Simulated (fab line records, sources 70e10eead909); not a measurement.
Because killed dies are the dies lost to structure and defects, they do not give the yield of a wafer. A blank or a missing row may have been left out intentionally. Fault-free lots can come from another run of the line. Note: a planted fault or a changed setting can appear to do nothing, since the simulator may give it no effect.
What tool caused it? / flow nand_harc / 24 lots with 72 wafers sampled at 2 steps, on a route of 1302 steps

== WHAT THE GAUGES SHOWED, per wafer ==
NHARC_A_ONON_D2_THK_MEAS_30: measures by ellipsometry. Usual: 999 nm for thk_nm, sd 8.2.
lot=L074; measured=day 12 17:23; on=film_metro-01; thk_nm (nm)=1011 1010 1012; flag=
lot=L075; measured=day 13 13:04; on=film_metro-02; thk_nm (nm)=1008 1008 1008; flag=
lot=L076; measured=day 13 13:04; on=film_metro-01; thk_nm (nm)=1004 1001 1002; flag=
lot=L077; measured=day 14 05:29; on=film_metro-02; thk_nm (nm)=1007 1007 1007; flag=
lot=L078; measured=day 14 14:20; on=film_metro-02; thk_nm (nm)=1009 1008 1008; flag=
lot=L080; measured=day 15 01:31; on=film_metro-01; thk_nm (nm)=1007 1004 1007; flag=
lot=L079; measured=day 15 01:32; on=film_metro-02; thk_nm (nm)=990 989 989; flag=
lot=L081; measured=day 15 20:23; on=film_metro-02; thk_nm (nm)=1003 999 1001; flag=
lot=L082; measured=day 16 13:11; on=film_metro-01; thk_nm (nm)=1010 1009 1009; flag=
lot=L084; measured=day 17 02:40; on=film_metro-01; thk_nm (nm)=1009 1008 1008; flag=
lot=L083; measured=day 17 02:41; on=film_metro-01; thk_nm (nm)=993 990 990; flag=
lot=L086; measured=day 17 16:46; on=film_metro-02; thk_nm (nm)=997 1000 999; flag=
lot=L085; measured=day 17 16:47; on=film_metro-01; thk_nm (nm)=994 995 993; flag=
lot=L087; measured=day 18 12:40; on=film_metro-01; thk_nm (nm)=998 997 995; flag=
lot=L089; measured=day 18 19:56; on=film_metro-01; thk_nm (nm)=993 989 991; flag=
lot=L088; measured=day 18 19:57; on=film_metro-02; thk_nm (nm)=1002 1001 1003; flag=
lot=L090; measured=day 19 19:36; on=film_metro-02; thk_nm (nm)=989 989 991; flag=
lot=L091; measured=day 19 19:36; on=film_metro-01; thk_nm (nm)=997 997 997; flag=
lot=L092; measured=day 20 12:34; on=film_metro-01; thk_nm (nm)=993 994 993; flag=
lot=L093; measured=day 20 18:39; on=film_metro-02; thk_nm (nm)=987 986 985; flag=
lot=L094; measured=day 20 18:40; on=film_metro-02; thk_nm (nm)=997 997 998; flag=
lot=L096; measured=day 21 17:10; on=film_metro-02; thk_nm (nm)=1006 1005 1006; flag=
lot=L095; measured=day 21 17:19; on=film_metro-02; thk_nm (nm)=992 993 993; flag=
lot=L097; measured=day 22 19:19; on=film_metro-02; thk_nm (nm)=981 980 982; flag=

NHARC_A_ONON_D2_THK_MEAS_34: measures by ellipsometry. Usual: 200.0 nm for thk_nm, sd 2.7.
lot=L074; measured=day 12 17:52; on=film_metro-01; thk_nm (nm)=199.0 198.6 199.1; flag=
lot=L075; measured=day 13 13:32; on=film_metro-01; thk_nm (nm)=198.9 202.7 204.7; flag=
lot=L076; measured=day 13 13:34; on=film_metro-02; thk_nm (nm)=201.3 202.2 202.4; flag=
lot=L077; measured=day 14 06:05; on=film_metro-01; thk_nm (nm)=200.2 199.5 202.9; flag=
lot=L078; measured=day 14 14:49; on=film_metro-02; thk_nm (nm)=197.4 197.6 196.9; flag=
lot=L080; measured=day 15 02:04; on=film_metro-01; thk_nm (nm)=197.6 202.5 200.0; flag=
lot=L079; measured=day 15 02:20; on=film_metro-01; thk_nm (nm)=196.6 198.5 200.5; flag=
lot=L081; measured=day 15 20:52; on=film_metro-02; thk_nm (nm)=201.9 199.4 202.7; flag=
lot=L082; measured=day 16 13:40; on=film_metro-02; thk_nm (nm)=198.3 201.8 202.2; flag=
lot=L084; measured=day 17 03:08; on=film_metro-01; thk_nm (nm)=200.0 199.5 200.4; flag=
lot=L083; measured=day 17 03:09; on=film_metro-01; thk_nm (nm)=198.8 201.9 200.9; flag=
lot=L086; measured=day 17 17:14; on=film_metro-02; thk_nm (nm)=200.7 203.1 201.1; flag=
lot=L085; measured=day 17 17:15; on=film_metro-02; thk_nm (nm)=195.8 199.3 204.0; flag=
lot=L087; measured=day 18 13:12; on=film_metro-02; thk_nm (nm)=195.5 197.1 202.3; flag=
lot=L089; measured=day 18 20:24; on=film_metro-01; thk_nm (nm)=196.4 200.5 201.1; flag=
lot=L088; measured=day 18 20:25; on=film_metro-02; thk_nm (nm)=198.4 198.5 201.1; flag=
lot=L090; measured=day 19 20:04; on=film_metro-01; thk_nm (nm)=202.6 204.8 205.0; flag=
lot=L091; measured=day 19 20:04; on=film_metro-02; thk_nm (nm)=196.7 193.4 198.6; flag=
lot=L092; measured=day 20 13:02; on=film_metro-02; thk_nm (nm)=202.5 205.5 202.9; flag=
lot=L093; measured=day 20 19:07; on=film_metro-01; thk_nm (nm)=203.5 200.2 200.2; flag=
lot=L094; measured=day 20 19:10; on=film_metro-02; thk_nm (nm)=194.7 197.2 198.5; flag=
lot=L096; measured=day 21 17:44; on=film_metro-02; thk_nm (nm)=199.2 202.8 202.6; flag=
lot=L095; measured=day 21 18:01; on=film_metro-01; thk_nm (nm)=197.0 200.4 203.3; flag=
lot=L097; measured=day 22 19:47; on=film_metro-01; thk_nm (nm)=197.2 196.3 202.7; flag=

== WHICH TOOL RAN EACH LOT (tool, then ch and the chambers of the sampled wafers, then the start) ==
Before these readings, the record contains no process step.

== AS READ BY THE TOOLS THEMSELVES (means over the sampled wafers that have a number; for cases with no such wafer, the mark the record gives instead) ==
The record holds no such reading with a usual standard deviation.

== THE ANSWER, worked out from the rows above alone ==
Rule: a lot counts as off when the mean over its wafers that have a number is more than 3 standard deviations away from the usual mean. Also off: a lot with no number at a reading for which 4 or more lots have one. The other lots that the step has rows for count as sound. Order of review: gauges by route order, followed by the tools' own readings, for which a lot's mean as printed above is used. The first step at which some lot is off is used, and at that step the reading that is off furthest; a lot without a number counts as furthest.
No lot is off on any of the readings shown, so nothing can be concluded from this.

== WHAT WAS PUT IN BY THE SIMULATOR ==
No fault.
